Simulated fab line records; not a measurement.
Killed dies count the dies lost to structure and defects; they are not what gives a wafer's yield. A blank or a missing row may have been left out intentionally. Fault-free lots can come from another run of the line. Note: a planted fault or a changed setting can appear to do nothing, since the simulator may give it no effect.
fab line records	flow n5-finfet
record: lots: 7	wafers: 21
route steps=1938 shown BEOL_M4@1026 BEOL_M5@1120 BEOL_M6@1239
start-h: the number of hours between the record's first day and the start of the first shown wafer of the lot	wait-h: hours elapsed since this lot's preceding step	" identical to the entry in the row above	L1.1+2: a single row standing in for several wafers	- no value, or no start was given	* or withheld: withheld	< > ~ a bound
route shown NAME@n: a module of which the file shows steps, and the number in the route of the first	usual: average and standard deviation across the fault-free wafers	same: alike in all rows	chamber/n: place in a boat	sites: readings site by site	_std_site: the standard deviation of these	_edge_site: outer sites' mean less inner sites'	radius-mm: for every site, how far away it sits from the centre of the wafer	mask NAME#n: copy n	behind: the most recent tool/chamber to have shaped the wafer	hold: reason for holding the lot/hours on hold/outcome of the hold	device: which transistor (n, p or np) failed to switch	end of line: tests of these same wafers at the route's end	a step with no rows: only its recipe	killed: not the wafer's yield, but the dies lost to structure and defects at the first sort	map: the dies of a wafer, with x for killed, . for not killed, _ for no die there
set.NAME: the setting that was run; set.NAME@STEP: the one run at that earlier step	model.NAME: the simulator's own value behind a step, which no gauge read
lots whose settings were changed on purpose; a table a step, a row a wafer
== steps ==
step: N5_BEOL_M4_COAT_62
recipe: resist: SiARC	temp-c: 220	time-s: 60	spin-rpm: 1500	resist-thk-nm: 12
lot.wafer	tool	chamber	start-h	wait-h	set.spin-rpm	model.SiARC_of_BEOL_M4_COAT_62.thk-nm
L077.2+3	litho-track-05	0	-	-	1500	12
L077.6	"	0	"	"	1412	12.2
L081.1+4+5	litho-track-04	0	-	-	1500	12
L082.1+5+6	litho-track-04	0	-	-	1500	12
L089.1+3	litho-track-04	0	-	-	1371	12.6
L089.5	"	0	"	"	1500	12
L087.1+4+5	litho-track-04	0	-	-	1500	12
L091.1+2+6	litho-track-04	0	-	-	1500	12
L096.1	litho-track-01	0	-	-	1428	12.4
L096.4	"	0	"	"	1428	12.2
L096.5	"	0	"	"	1500	12
step: N5_BEOL_M4_COAT_73
recipe: resist: underlayer	temp-c: 205	time-s: 60	spin-rpm: 1500	resist-thk-nm: 5
step: N5_BEOL_M4_COAT_05
recipe: resist: CAR-EUV	spin-rpm: 1500	resist-thk-nm: 30
step: N5_BEOL_M4_DESCUM_16
recipe: chemistry: O2	time-s: 7	source-power-w: 50	bias-power-w: 20	pressure-mtorr: 20	rf-frequency-hz: 2.712e+07	temp-c: 40	resist: CAR-EUV	o2-flow-sccm: 225
step: N5_BEOL_M4_ETCH_74
recipe: chemistry: N2/H2	target: underlayer	target-depth-a: 65	mask-material: CAR-EUV	time-s: 5.2	ion-energy-ev: 200	pressure-mtorr: 30	source-w: 840	bias-w: 150	n2-flow-sccm: 200	h2-flow-sccm: 200	ends: cleared
step: N5_BEOL_M4_ETCH_63
recipe: chemistry: CF4	target: SiARC	target-depth-a: 156	mask-material: CAR-EUV	time-s: 26	ion-energy-ev: 80	pressure-mtorr: 40	source-w: 545	bias-w: 36	Ar_flow_sccm: 100	cf4-flow-sccm: 100	ends: cleared
lot.wafer	tool	chamber	start-h	wait-h	set.spin-rpm@BEOL_M4_COAT_62	model.etch.depth-nm
L077.2	rie-diel-04	2	191.96	0.0	1500	11.91
L077.3	"	0	"	"	1500	11.92
L077.6	"	3	"	"	1412	12.27
L081.1	rie-diel-04	2	224.37	0.0	1500	12.04
L081.4	"	3	"	"	1500	11.97
L081.5	"	1	"	"	1500	11.96
L082.1+5	rie-diel-06	2	240.93	0.0	1500	11.98
L082.6	"	1	"	"	1500	11.97
L089.1	rie-diel-04	2	284.03	0.0	1371	12.52
L089.3	"	0	"	"	1371	12.55
L089.5	"	2	"	"	1500	11.98
L087.1	rie-diel-04	2	289.01	0.0	1500	11.95
L087.4+5	"	3,2	"	"	1500	11.98
L091.1	rie-diel-01	2	299.93	0.0	1500	12
L091.2+6	"	1,0	"	"	1500	12.02
L096.1	rie-diel-06	0	304.93	0.0	1428	12.31
L096.4	"	2	"	"	1428	12.29
L096.5	"	0	"	"	1500	11.98
step: N5_BEOL_M5_COAT_05
recipe: resist: CAR-EUV	spin-rpm: 1500	resist-thk-nm: 30
lot.wafer	tool	chamber	start-h	wait-h	set.spin-rpm	model.CAR-EUV_of_BEOL_M5_COAT_05.thk-nm
L077.2+3+6	litho-track-04	0	-	-	1500	30
L081.1+4+5	litho-track-03	0	-	-	1500	30
L082.1	litho-track-04	0	-	-	1500	30.2
L082.5+6	"	0	"	"	1500	30
L087.1	litho-track-04	0	-	-	1607	29
L087.4	"	0	"	"	1500	30
L087.5	"	0	"	"	1500	29.8
L089.1+3+5	litho-track-04	0	-	-	1500	30
L091.1+2+6	litho-track-04	0	-	-	1500	29.8
L096.1	litho-track-02	0	-	-	1631	28.6
L096.4	"	0	"	"	1500	29.8
L096.5	"	0	"	"	1500	30
step: N5_BEOL_M5_ETCH_72
recipe: chemistry: N2/H2	target: underlayer	target-depth-a: 65	mask-material: CAR-EUV	time-s: 5.2	ion-energy-ev: 200	pressure-mtorr: 30	source-w: 840	bias-w: 150	n2-flow-sccm: 200	h2-flow-sccm: 200	ends: cleared
usual: rf-vpp-V: 524/3
lot.wafer	tool	chamber	start-h	wait-h	set.bias-w	rf-vpp-V
L077.2	rie-diel-02	2	228.83	0.0	129.6	479
L077.3	"	3	"	"	150	520
L077.6	"	3	"	"	150	520
L081.1	rie-diel-02	2	249.85	0.0	150	528
L081.4	"	3	"	"	150	523
L081.5	"	2	"	"	150	526
L082.1	rie-diel-02	1	250.12	0.0	150	521
L082.5	"	2	"	"	150	526
L082.6	"	1	"	"	150	520
L087.1	rie-diel-05	0	308.19	0.0	150	523
L087.4	"	1	"	"	150	526
L087.5	"	3	"	"	150	525
L089.1	rie-diel-02	3	308.98	0.0	150	520
L089.3	"	1	"	"	124	463
L089.5	"	1	"	"	124	462
L091.1	rie-diel-03	1	327.16	0.0	139.1	495
L091.2	"	2	"	"	150	527
L091.6	"	2	"	"	150	525
L096.1	rie-diel-02	1	336.85	0.0	139.7	498
L096.4	"	3	"	"	150	518
L096.5	"	0	"	"	150	527
step: N5_BEOL_M5_VIA_ETCH_34
recipe: chemistry: C4F6/O2	target: SiCOH_lowk	target-depth-a: 883	mask-material: SOC	taper-deg: 4	time-s: 39.2	ion-energy-ev: 250	pressure-mtorr: 30	source-w: 345	bias-w: 185	Ar_flow_sccm: 300	C4F6_flow_sccm: 10	O2_flow_sccm: 10
usual: rf-vpp-V: 674/8.7
lot.wafer	tool	chamber	start-h	wait-h	set.bias-w	rf-vpp-V
L077.2	rie-diel-02	2	230.12	0.0	185	671
L077.3	"	3	"	"	202.1	714
L077.6	"	0	"	"	185	674
L081.1	rie-diel-02	1	252.29	0.0	185	670
L081.4	"	1	"	"	185	670
L081.5	"	3	"	"	185	663
L082.1	rie-diel-02	3	254.25	0.0	185	666
L082.5	"	3	"	"	185	663
L082.6	"	1	"	"	185	671
L087.1	rie-diel-03	3	309.25	0.0	159	609
L087.4	"	0	"	"	159	604
L087.5	"	3	"	"	185	685
L089.1	rie-diel-03	1	310.27	0.0	185	664
L089.3	"	0	"	"	185	683
L089.5	"	0	"	"	185	681
L091.1	rie-diel-03	2	329.74	0.0	185	676
L091.2	"	3	"	"	185	686
L091.6	"	0	"	"	185	683
L096.1	rie-diel-03	0	339.37	0.0	185	683
L096.4	"	1	"	"	185	664
L096.5	"	0	"	"	185	685
step: N5_BEOL_M5_TRENCH_ETCH_37
recipe: chemistry: C4F6/O2	target-depth-a: 716.52	target: SiCOH_lowk	time-s: 24.7	ion-energy-ev: 250	pressure-mtorr: 30	source-w: 345	bias-w: 185	Ar_flow_sccm: 300	C4F6_flow_sccm: 10	O2_flow_sccm: 10
usual: rf-vpp-V: 674/8.7
lot.wafer	tool	chamber	start-h	wait-h	set.source-w	rf-vpp-V	model.BEOL_M5.feature-depth-nm	model.etch.depth-nm
L077.2	rie-diel-02	2	-	-	390.5	633	73.4	73.32
L077.3	"	3	"	"	345	664	69.4	69.45
L077.6	"	0	"	"	390.5	632	73	72.91
L081.1	rie-diel-02	1	-	-	345	670	70.6	70.51
L081.4	"	1	"	"	345	671	70.8	70.83
L081.5	"	3	"	"	345	663	69.6	69.55
L082.1	rie-diel-02	3	-	-	345	665	69.6	69.54
L082.5	"	3	"	"	284.4	733	64.2	64.27
L082.6	"	1	"	"	345	671	70.8	70.81
L087.1	rie-diel-03	3	-	-	345	686	72.4	72.49
L087.4	"	0	"	"	385.1	645	75	74.94
L087.5	"	3	"	"	345	686	71.8	71.73
L089.1	rie-diel-03	1	-	-	345	665	72	71.91
L089.3	"	0	"	"	345	682	71.8	71.84
L089.5	"	0	"	"	405.1	630	76.8	76.8
L091.1	rie-diel-03	2	-	-	345	676	70.8	70.81
L091.2	"	3	"	"	294.1	744	67.8	67.88
L091.6	"	0	"	"	345	682	72.2	72.29
L096.1	rie-diel-03	0	-	-	345	683	72	72
L096.4	"	1	"	"	345	665	72.8	72.85
L096.5	"	0	"	"	345	683	72	72.08
step: N5_BEOL_M5_ETCH_41
recipe: chemistry: CH3F/O2	target: SiCN	target-depth-a: 315	taper-deg: 2	time-s: 56.7	ion-energy-ev: 120	mask-material: TiN	pressure-mtorr: 30	source-w: 395	bias-w: 75	Ar_flow_sccm: 150	CH3F_flow_sccm: 30	O2_flow_sccm: 20
step: N5_BEOL_M5_STRIP_91
recipe: chemistry: N2/H2	time-s: 10	power-w: 450	temp-c: 40	pressure-mtorr: 20	rf-frequency-hz: 6e+07	bias-power-w: 7	n2-flow-sccm: 200	h2-flow-sccm: 200
step: N5_BEOL_M5_OCD_MEAS_38
usual: trench-depth-nm: 71.4/1.6
lot.wafer	tool	chamber	start-h	wait-h	set.source-w@BEOL_M5_TRENCH_ETCH_37	trench-depth-nm
L077.2	ocd-02	-	230.36	-	390.5	73.6
L077.3	"	-	"	"	345	69.0
L077.6	"	-	"	"	390.5	73.0
L081.1	ocd-02	-	252.53	-	345	70.0
L081.4	"	-	"	"	345	71.2
L081.5	"	-	"	"	345	69.1
L082.1	ocd-02	-	254.49	-	345	69.6
L082.5	"	-	"	"	284.4	64.1
L082.6	"	-	"	"	345	71.3
L087.1	ocd-02	-	309.48	-	345	72.2
L087.4	"	-	"	"	385.1	75.1
L087.5	"	-	"	"	345	71.8
L089.1	ocd-02	-	310.50	-	345	71.8
L089.3	"	-	"	"	345	71.9
L089.5	"	-	"	"	405.1	76.7
L091.1	ocd-02	-	329.98	-	345	70.4
L091.2	"	-	"	"	294.1	67.8
L091.6	"	-	"	"	345	72.4
L096.1	ocd-01	-	339.61	-	345	71.7
L096.4	"	-	"	"	345	72.9
L096.5	"	-	"	"	345	71.6
step: N5_BEOL_M5_HM_STRIP_39
recipe: chemistry: peroxide-tin-strip	material: TiN	target-depth-a: 250	temp-c: 50	time-s: 158
step: N5_BEOL_M5_SRD_40
recipe: time-s: 30	temp-c: 23	rinse-liquid: diw	dry: ipa-marangoni
step: N5_BEOL_M5_ECD_50
recipe: material: Cu	target-thk-a: 3000
step: N5_BEOL_M5_ANNEAL_51
recipe: temp-c: 225	time-s: 90	ambient: N2
step: N5_BEOL_M5_CMP_52
recipe: stop-on: SiCOH_lowk	t-overpolish-s: 6.9	down-force-psi: 1	platen-rpm: 50	clearing-platen-down-force-psi: 1.5	clearing-platen-rpm: 50	post-cmp-clean: cu-alkaline	target-thk-nm: 62	clearing-platen-pad-velocity-m-s: 0.99484	pad-velocity-m-s: 0.99484
lot.wafer	tool	chamber	start-h	wait-h	set.source-w@BEOL_M5_TRENCH_ETCH_37	model.Cu_of_BEOL_M5_ECD_50.thk-nm
L077.3	cmp-04	0	236.51	0.2	345	59.8
L077.2	"	2	"	"	390.5	63.8
L077.6	"	3	"	"	390.5	63.2
L081.1	cmp-02	0	259.08	0.3	345	62
L081.4	"	1	"	"	345	61.2
L081.5	"	3	"	"	345	59.6
L082.1	cmp-04	3	261.80	0.4	345	59.4
L082.6	"	0	"	"	345	62
L082.5	"	1	"	"	284.4	55.6
L087.1	cmp-03	2	315.91	0.3	345	61.4
L087.4	"	3	"	"	385.1	65
L087.5	"	0	"	"	345	63.6
L089.1	cmp-04	3	318.71	0.7	345	62
L089.3	"	1	"	"	345	65
L089.5	"	0	"	"	405.1	69
L091.1	cmp-02	1	337.73	0.3	345	61.2
L091.2	"	2	"	"	294.1	58
L091.6	"	3	"	"	345	60.6
L096.4	cmp-04	1	346.26	0.2	345	64.2
L096.1	"	2	"	"	345	62.2
L096.5	"	3	"	"	345	62.8
step: N5_BEOL_M5_THK_MEAS_53
recipe: thk-meas-gauge: xrf	reads: Cu_of_BEOL_M5_ECD_50
usual: M5_THK: 60.8/2
lot.wafer	tool	chamber	start-h	wait-h	set.source-w@BEOL_M5_TRENCH_ETCH_37	M5_THK[nm]
L077.2	film-metro-01	-	236.77	-	390.5	63.0
L077.3	"	-	"	"	345	58.6
L077.6	"	-	"	"	390.5	61.9
L081.1	film-metro-02	-	259.34	-	345	61.4
L081.4	"	-	"	"	345	60.6
L081.5	"	-	"	"	345	59.7
L082.1	film-metro-01	-	261.98	-	345	58.4
L082.5	"	-	"	"	284.4	54.7
L082.6	"	-	"	"	345	61.0
L087.1	film-metro-01	-	316.13	-	345	60.0
L087.4	"	-	"	"	385.1	63.1
L087.5	"	-	"	"	345	62.0
L089.1	film-metro-02	-	319.00	-	345	60.2
L089.3	"	-	"	"	345	63.5
L089.5	"	-	"	"	405.1	67.2
L091.1	film-metro-02	-	337.95	-	345	60.4
L091.2	"	-	"	"	294.1	57.4
L091.6	"	-	"	"	345	59.7
L096.1	film-metro-01	-	346.49	-	345	61.1
L096.4	"	-	"	"	345	62.3
L096.5	"	-	"	"	345	61.5
step: N5_BEOL_M5_PRE_CLEAN_77
recipe: gas: NH3/H2	time-s: 15	temp-c: *	rf-power-w: 300
step: N5_BEOL_M5_CO_CAP_78
recipe: material: Co	target-thk-a: 20	temp-c: 200	precursor: CCTBA/H2	pressure-torr: 30	time-s: 102.1
step: N5_BEOL_M5_PRE_CLEAN_55
recipe: gas: NH3	time-s: 15	temp-c: withheld	rf-power-w: 300
step: N5_BEOL_M5_DEP_56
recipe: material: SiCN	target-thk-a: 80	temp-c: withheld	precursor: 3MS/NH3	pressure-torr: 3	rf-w: 202	time-s: 14
step: N5_BEOL_M5_RS_MEAS_57
recipe: thk-meas-gauge: four-point-probe	reads: Co_of_BEOL_M5_CO_CAP_78+Cu_of_BEOL_M5_ECD_50+Co_of_BEOL_M5_CVD_47+TaN_of_BEOL_M5_ALD_86
usual: M5_RS: 0.388/0.016
lot.wafer	tool	chamber	start-h	wait-h	set.source-w@BEOL_M5_TRENCH_ETCH_37	M5_RS[ohm/sq]
L077.2	film-metro-01	-	237.03	0.1	390.5	0.374
L077.3	"	-	"	"	345	0.404
L077.6	"	-	"	"	390.5	0.379
L081.1	film-metro-01	-	259.60	0.0	345	0.386
L081.4	"	-	"	"	345	0.394
L081.5	"	-	"	"	345	0.405
L082.1	film-metro-02	-	262.24	0.0	345	0.408
L082.5	"	-	"	"	284.4	0.442
L082.6	"	-	"	"	345	0.387
L087.1	film-metro-01	-	316.39	0.0	345	0.392
L087.4	"	-	"	"	385.1	0.366
L087.5	"	-	"	"	345	0.374
L089.1	film-metro-02	-	319.51	0.0	345	0.388
L089.3	"	-	"	"	345	0.365
L089.5	"	-	"	"	405.1	0.341
L091.1	film-metro-02	-	339.39	0.0	345	0.394
L091.2	"	-	"	"	294.1	0.420
L091.6	"	-	"	"	345	0.399
L096.1	film-metro-01	-	346.78	0.1	345	0.385
L096.4	"	-	"	"	345	0.370
L096.5	"	-	"	"	345	0.380
step: N5_BEOL_M6_TRENCH_ETCH_37
recipe: chemistry: C4F6/O2	target-depth-a: 944.35	target: SiCOH_lowk	time-s: 31.5	ion-energy-ev: 250	pressure-mtorr: 30	source-w: 345	bias-w: 185	Ar_flow_sccm: 300	C4F6_flow_sccm: 10	O2_flow_sccm: 10
lot.wafer	tool	chamber	start-h	wait-h	set.time-s	model.BEOL_M6.feature-depth-nm	model.etch.depth-nm
L077.2	rie-diel-06	1	-	-	31.5	93.4	93.49
L077.3	"	0	"	"	31.5	95.4	95.47
L077.6	"	2	"	"	28.08	83.6	83.58
L081.1	rie-diel-04	2	-	-	31.5	93.8	93.85
L081.4	"	3	"	"	31.5	95.4	95.31
L081.5	"	0	"	"	31.5	96.2	96.29
L082.1	rie-diel-04	2	-	-	31.5	92.8	92.73
L082.5	"	2	"	"	29.33	86.6	86.51
L082.6	"	3	"	"	31.5	95.8	95.76
L087.1	rie-diel-06	2	-	-	31.5	95	95.01
L087.4	"	0	"	"	25.77	77.4	77.47
L087.5	"	2	"	"	25.77	78.4	78.4
L089.1	rie-diel-06	1	-	-	31.5	92.4	92.46
L089.3	"	3	"	"	36.48	108.4	108.4
L089.5	"	0	"	"	31.5	94.6	94.53
L091.1	rie-diel-01	1	-	-	31.5	95.4	95.46
L091.2	"	0	"	"	31.5	94.8	94.73
L091.6	"	1	"	"	36.83	111.6	111.6
L096.1	rie-diel-06	3	-	-	26.62	80.8	80.77
L096.4	"	0	"	"	26.62	81	81.1
L096.5	"	3	"	"	31.5	95.8	95.75
step: N5_BEOL_M6_ETCH_41
recipe: chemistry: CH3F/O2	target: SiCN	target-depth-a: 297	taper-deg: 2	time-s: 52	ion-energy-ev: 120	mask-material: TiN	pressure-mtorr: 30	source-w: 395	bias-w: 75	Ar_flow_sccm: 150	CH3F_flow_sccm: 30	O2_flow_sccm: 20
step: N5_BEOL_M6_STRIP_80
recipe: chemistry: N2/H2	time-s: 10	power-w: 450	temp-c: 40	pressure-mtorr: 20	rf-frequency-hz: 6e+07	bias-power-w: 7	n2-flow-sccm: 200	h2-flow-sccm: 200
step: N5_BEOL_M6_OCD_MEAS_38
usual: trench-depth-nm: 94.3/1.5
lot.wafer	tool	chamber	start-h	wait-h	set.time-s@BEOL_M6_TRENCH_ETCH_37	trench-depth-nm
L077.2	ocd-02	-	244.20	-	31.5	93.5
L077.3	"	-	"	"	31.5	95.1
L077.6	"	-	"	"	28.08	84.0
L081.1	ocd-02	-	264.42	-	31.5	94.1
L081.4	"	-	"	"	31.5	95.2
L081.5	"	-	"	"	31.5	95.9
L082.1	ocd-01	-	269.12	-	31.5	92.3
L082.5	"	-	"	"	29.33	87.1
L082.6	"	-	"	"	31.5	95.9
L087.1	ocd-01	-	321.66	-	31.5	94.8
L087.4	"	-	"	"	25.77	77.6
L087.5	"	-	"	"	25.77	78.6
L089.1	ocd-02	-	326.04	-	31.5	92.6
L089.3	"	-	"	"	36.48	108.3
L089.5	"	-	"	"	31.5	94.6
L091.1	ocd-02	-	342.32	-	31.5	95.3
L091.2	"	-	"	"	31.5	94.7
L091.6	"	-	"	"	36.83	111.5
L096.1	ocd-01	-	350.40	-	26.62	80.8
L096.4	"	-	"	"	26.62	80.8
L096.5	"	-	"	"	31.5	96.2
== key ==
split: step: N5_BEOL_M4_COAT_62	setting: spin-rpm	stated: 1500	by: wafer
response: step: N5_BEOL_M4_COAT_62	reading: model.SiARC_of_BEOL_M4_COAT_62.thk-nm	change: -0.0591	per: 1%	r: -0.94
response: step: N5_BEOL_M4_ETCH_63	reading: model.etch.depth-nm	change: -0.064	per: 1%	r: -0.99
split: step: N5_BEOL_M5_COAT_05	setting: spin-rpm	stated: 1500	by: wafer
response: step: N5_BEOL_M5_COAT_05	reading: model.CAR-EUV_of_BEOL_M5_COAT_05.thk-nm	change: -0.14	per: 1%	r: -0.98
split: step: N5_BEOL_M5_ETCH_72	setting: bias-w	stated: 150	by: wafer
response: step: N5_BEOL_M5_ETCH_72	reading: rf-vpp-V	change: +3.33	per: 1%	r: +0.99
split: step: N5_BEOL_M5_VIA_ETCH_34	setting: bias-w	stated: 185	by: wafer
response: step: N5_BEOL_M5_VIA_ETCH_34	reading: rf-vpp-V	change: +5.25	per: 1%	r: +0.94
split: step: N5_BEOL_M5_TRENCH_ETCH_37	setting: source-w	stated: 345	by: wafer
response: step: N5_BEOL_M5_TRENCH_ETCH_37	reading: rf-vpp-V	change: -3.28	per: 1%	r: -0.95
response: step: N5_BEOL_M5_TRENCH_ETCH_37	reading: model.BEOL_M5.feature-depth-nm	change: +0.289	per: 1%	r: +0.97
response: step: N5_BEOL_M5_TRENCH_ETCH_37	reading: model.etch.depth-nm	change: +0.285	per: 1%	r: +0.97
response: step: N5_BEOL_M5_OCD_MEAS_38	reading: trench-depth-nm	change: +0.3	per: 1%	r: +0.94
response: step: N5_BEOL_M5_CMP_52	reading: model.Cu_of_BEOL_M5_ECD_50.thk-nm	change: +0.269	per: 1%	r: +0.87
response: step: N5_BEOL_M5_THK_MEAS_53	reading: M5_THK	change: +0.258	per: 1%	r: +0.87
response: step: N5_BEOL_M5_RS_MEAS_57	reading: M5_RS	change: -0.00201	per: 1%	r: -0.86
split: step: N5_BEOL_M6_TRENCH_ETCH_37	setting: time-s	stated: 31.5	by: wafer
response: step: N5_BEOL_M6_TRENCH_ETCH_37	reading: model.BEOL_M6.feature-depth-nm	change: +0.964	per: 1%	r: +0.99
response: step: N5_BEOL_M6_TRENCH_ETCH_37	reading: model.etch.depth-nm	change: +0.963	per: 1%	r: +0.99
response: step: N5_BEOL_M6_OCD_MEAS_38	reading: trench-depth-nm	change: +0.954	per: 1%	r: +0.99
